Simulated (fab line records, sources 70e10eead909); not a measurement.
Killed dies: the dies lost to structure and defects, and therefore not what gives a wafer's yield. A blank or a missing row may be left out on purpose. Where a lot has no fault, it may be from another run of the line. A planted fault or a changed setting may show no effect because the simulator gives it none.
Matching of chambers + flow nand_harc + 4 sister chambers for NHARC_A_ZERO_WELL_DESCUM_12 on rie_diel-12
The step chemistry O2, time 3 s. 4 wafers are shown with their chamber, then 10 later ones without.

== EACH WAFER AND ITS CHAMBER ==
| wafer  | chamber | drypump_motor_current_A (A) |
|--------|---------|-----------------------------|
| L844.3 | 1       | 5.7                         |
| L848.4 | 3       | 5.8                         |
| L849.1 | 0       | 5.8                         |
| L849.2 | 2       | 5.6                         |

== WAFERS WITH NO CHAMBER GIVEN ==
| wafer  | drypump_motor_current_A (A) |
|--------|-----------------------------|
| L849.5 | 5.5                         |
| L854.3 | 5.8                         |
| L854.5 | 5.6                         |
| L854.6 | 5.8                         |
| L855.1 | 5.8                         |
| L855.3 | 5.8                         |
| L855.6 | 5.8                         |
| L856.4 | 5.8                         |
| L856.5 | 5.7                         |
| L856.6 | 5.6                         |

== WHICH CHAMBER EACH WENT THROUGH ==
| wafer  | from the rows above     | in truth |
|--------|-------------------------|----------|
| L849.5 | 2                       | 2        |
| L854.3 | can't be placed: 0 or 3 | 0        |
| L854.5 | 2                       | 2        |
| L854.6 | can't be placed: 0 or 3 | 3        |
| L855.1 | can't be placed: 0 or 3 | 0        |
| L855.3 | can't be placed: 0 or 3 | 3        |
| L855.6 | can't be placed: 0 or 3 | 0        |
| L856.4 | can't be placed: 0 or 3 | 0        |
| L856.5 | 1                       | 1        |
| L856.6 | 2                       | 2        |
Correct placement for 4 of the 10. These rows do not allow placing 6 (true chamber among the candidates in 6). 0 placed wrongly.
How it was worked out, from the rows above alone: a wafer's distance from a chamber is the root of the sum, over the readings, of the square of ((its reading less the chamber's mean) divided by the reading's scatter). If the next closest chamber is less than 2 further off than the closest, the wafer can't be placed; otherwise it belongs to the closest. A chamber's mean is the mean of its shown wafers. The scatter: with one shown wafer a chamber, the root of the mean of the squares of how far each hidden wafer lies from its nearest shown one.
